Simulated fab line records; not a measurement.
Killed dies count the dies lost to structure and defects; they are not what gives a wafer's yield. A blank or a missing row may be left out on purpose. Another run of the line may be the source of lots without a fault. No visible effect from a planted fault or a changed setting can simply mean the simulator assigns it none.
Chamber matching || flow n5_finfet || N5_SD_EPI_N_ETCH_34 on rie_diel-06: 4 sister chambers
The step etches SiARC in CF4, target depth 45.5 nm, time 75.8 s. 7 wafers are shown with their chamber, then 10 later ones without.

## EACH WAFER AND ITS CHAMBER
{"wafer": "L083.4", "chamber": 2, "showerhead_plenum_p_Torr (Torr)": 2.21, "throttle_valve_pct (%)": 15.95}
{"wafer": "L083.6", "chamber": 3, "showerhead_plenum_p_Torr (Torr)": 2.08, "throttle_valve_pct (%)": 15.57}
{"wafer": "L084.1", "chamber": 3, "showerhead_plenum_p_Torr (Torr)": 2.08, "throttle_valve_pct (%)": 15.58}
{"wafer": "L084.2", "chamber": 0, "showerhead_plenum_p_Torr (Torr)": 2.27, "throttle_valve_pct (%)": 15.34}
{"wafer": "L084.3", "chamber": 2, "showerhead_plenum_p_Torr (Torr)": 2.20, "throttle_valve_pct (%)": 15.93}
{"wafer": "L088.3", "chamber": 0, "showerhead_plenum_p_Torr (Torr)": 2.27, "throttle_valve_pct (%)": 15.35}
{"wafer": "L088.4", "chamber": 1, "showerhead_plenum_p_Torr (Torr)": 2.11, "throttle_valve_pct (%)": 15.29}

## WAFERS WHOSE CHAMBER IS MISSING
{"wafer": "L088.6", "showerhead_plenum_p_Torr (Torr)": 2.07, "throttle_valve_pct (%)": 15.60}
{"wafer": "L092.1", "showerhead_plenum_p_Torr (Torr)": 2.10, "throttle_valve_pct (%)": 15.33}
{"wafer": "L092.2", "showerhead_plenum_p_Torr (Torr)": 2.20, "throttle_valve_pct (%)": 15.98}
{"wafer": "L092.5", "showerhead_plenum_p_Torr (Torr)": 2.26, "throttle_valve_pct (%)": 15.39}
{"wafer": "L094.2", "showerhead_plenum_p_Torr (Torr)": 2.10, "throttle_valve_pct (%)": 15.33}
{"wafer": "L094.3", "showerhead_plenum_p_Torr (Torr)": 2.26, "throttle_valve_pct (%)": 15.39}
{"wafer": "L094.6", "showerhead_plenum_p_Torr (Torr)": 2.07, "throttle_valve_pct (%)": 15.64}
{"wafer": "L097.2", "showerhead_plenum_p_Torr (Torr)": 2.26, "throttle_valve_pct (%)": 15.39}
{"wafer": "L097.4", "showerhead_plenum_p_Torr (Torr)": 2.20, "throttle_valve_pct (%)": 16.02}
{"wafer": "L097.5", "showerhead_plenum_p_Torr (Torr)": 2.20, "throttle_valve_pct (%)": 16.00}

## CHAMBER TAKEN BY EACH
{"wafer": "L088.6", "from the rows above": 3, "in truth": 3}
{"wafer": "L092.1", "from the rows above": 1, "in truth": 1}
{"wafer": "L092.2", "from the rows above": 2, "in truth": 2}
{"wafer": "L092.5", "from the rows above": 0, "in truth": 0}
{"wafer": "L094.2", "from the rows above": 1, "in truth": 1}
{"wafer": "L094.3", "from the rows above": 0, "in truth": 0}
{"wafer": "L094.6", "from the rows above": 3, "in truth": 3}
{"wafer": "L097.2", "from the rows above": 0, "in truth": 0}
{"wafer": "L097.4", "from the rows above": 2, "in truth": 2}
{"wafer": "L097.5", "from the rows above": 2, "in truth": 2}
Correct placement for 10 of the 10. Number that these rows cannot place: 0. Wrongly placed: 0.
How it was worked out, from the rows above alone: a wafer's distance from a chamber is the root of the sum, over the readings, of the square of ((its reading less the chamber's mean) divided by the reading's scatter). The wafer belongs to the nearest chamber; if the next one is less than 2 further off, it can't be placed. A chamber's mean is the mean of its shown wafers. The scatter: take each reading less its chamber's mean, square it, sum over the shown wafers, divide by the number of wafers less the number of chambers, and take the root.
